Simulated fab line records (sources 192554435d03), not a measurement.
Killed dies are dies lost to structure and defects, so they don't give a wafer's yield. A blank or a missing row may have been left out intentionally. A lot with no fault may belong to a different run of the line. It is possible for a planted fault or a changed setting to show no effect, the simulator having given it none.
Matching of chambers / flow n5Finfet / N5_BEOL_M9_DESCUM_33 on rieDiel-04 has 4 sister chambers
The step chemistry O2, time 7 s. 14 wafers are shown with their chamber, then 7 later ones without.

== WAFERS PAIRED WITH THEIR CHAMBERS ==
wafer=L077.2; chamber=2; showerheadPlenumPTorr (Torr)=2.21; throttleValvePct (%)=20.17; drypumpMotorCurrentA (A)=4.7
wafer=L077.3; chamber=0; showerheadPlenumPTorr (Torr)=2.05; throttleValvePct (%)=20.28; drypumpMotorCurrentA (A)=5.4
wafer=L077.5; chamber=0; showerheadPlenumPTorr (Torr)=2.05; throttleValvePct (%)=20.30; drypumpMotorCurrentA (A)=5.4
wafer=L083.2; chamber=0; showerheadPlenumPTorr (Torr)=2.05; throttleValvePct (%)=20.30; drypumpMotorCurrentA (A)=5.4
wafer=L083.3; chamber=2; showerheadPlenumPTorr (Torr)=2.21; throttleValvePct (%)=20.19; drypumpMotorCurrentA (A)=4.7
wafer=L083.4; chamber=1; showerheadPlenumPTorr (Torr)=2.12; throttleValvePct (%)=19.94; drypumpMotorCurrentA (A)=5.1
wafer=L088.2; chamber=0; showerheadPlenumPTorr (Torr)=2.05; throttleValvePct (%)=20.32; drypumpMotorCurrentA (A)=5.4
wafer=L088.3; chamber=2; showerheadPlenumPTorr (Torr)=2.20; throttleValvePct (%)=20.20; drypumpMotorCurrentA (A)=4.7
wafer=L088.5; chamber=2; showerheadPlenumPTorr (Torr)=2.20; throttleValvePct (%)=20.19; drypumpMotorCurrentA (A)=4.7
wafer=L087.1; chamber=2; showerheadPlenumPTorr (Torr)=2.20; throttleValvePct (%)=20.19; drypumpMotorCurrentA (A)=4.8
wafer=L087.5; chamber=3; showerheadPlenumPTorr (Torr)=1.98; throttleValvePct (%)=20.87; drypumpMotorCurrentA (A)=5.9
wafer=L087.6; chamber=2; showerheadPlenumPTorr (Torr)=2.20; throttleValvePct (%)=20.20; drypumpMotorCurrentA (A)=4.7
wafer=L089.2; chamber=0; showerheadPlenumPTorr (Torr)=2.05; throttleValvePct (%)=20.30; drypumpMotorCurrentA (A)=5.4
wafer=L089.5; chamber=2; showerheadPlenumPTorr (Torr)=2.20; throttleValvePct (%)=20.21; drypumpMotorCurrentA (A)=4.7

SIGNATURES, as means of the wafers listed above
reading=showerheadPlenumPTorr; chamber 0=2.0500; chamber 1=2.1200; chamber 2=2.2029; chamber 3=1.9800; scatter within a chamber=0.00378
reading=throttleValvePct; chamber 0=20.3000; chamber 1=19.9400; chamber 2=20.1929; chamber 3=20.8700; scatter within a chamber=0.0132
reading=drypumpMotorCurrentA; chamber 0=5.400; chamber 1=5.100; chamber 2=4.714; chamber 3=5.900; scatter within a chamber=0.0293
Rule: a wafer lies at a distance from a chamber equal to the root of the sum of squares, over the readings, of (its reading less the chamber's mean, divided by the reading's scatter). The wafer belongs to the nearest chamber; if the next one is less than 2 further off, it can't be placed. The scatter is the square root of a quotient: the sum, over the shown wafers, of each reading's squared deviation from its chamber's mean, divided by wafers minus chambers.

== WAFERS WITH NO CHAMBER GIVEN ==
wafer=L089.6; showerheadPlenumPTorr (Torr)=2.12; throttleValvePct (%)=19.97; drypumpMotorCurrentA (A)=5.1
wafer=L090.1; showerheadPlenumPTorr (Torr)=2.11; throttleValvePct (%)=19.96; drypumpMotorCurrentA (A)=5.1
wafer=L090.3; showerheadPlenumPTorr (Torr)=2.05; throttleValvePct (%)=20.31; drypumpMotorCurrentA (A)=5.4
wafer=L090.4; showerheadPlenumPTorr (Torr)=2.20; throttleValvePct (%)=20.20; drypumpMotorCurrentA (A)=4.8
wafer=L094.3; showerheadPlenumPTorr (Torr)=2.24; throttleValvePct (%)=20.56; drypumpMotorCurrentA (A)=5.9
wafer=L094.4; showerheadPlenumPTorr (Torr)=2.20; throttleValvePct (%)=20.22; drypumpMotorCurrentA (A)=4.7
wafer=L094.5; showerheadPlenumPTorr (Torr)=2.11; throttleValvePct (%)=19.96; drypumpMotorCurrentA (A)=5.1

== EACH ONE'S CHAMBER ==
wafer=L089.6; from the rows above=1; in truth=1
wafer=L090.1; from the rows above=1; in truth=1
wafer=L090.3; from the rows above=0; in truth=0
wafer=L090.4; from the rows above=2; in truth=2
wafer=L094.3; from the rows above=2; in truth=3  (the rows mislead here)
wafer=L094.4; from the rows above=2; in truth=2
wafer=L094.5; from the rows above=1; in truth=1
Correct placement for 6 of the 7. Number that these rows cannot place: 0. Placed wrongly: 1.
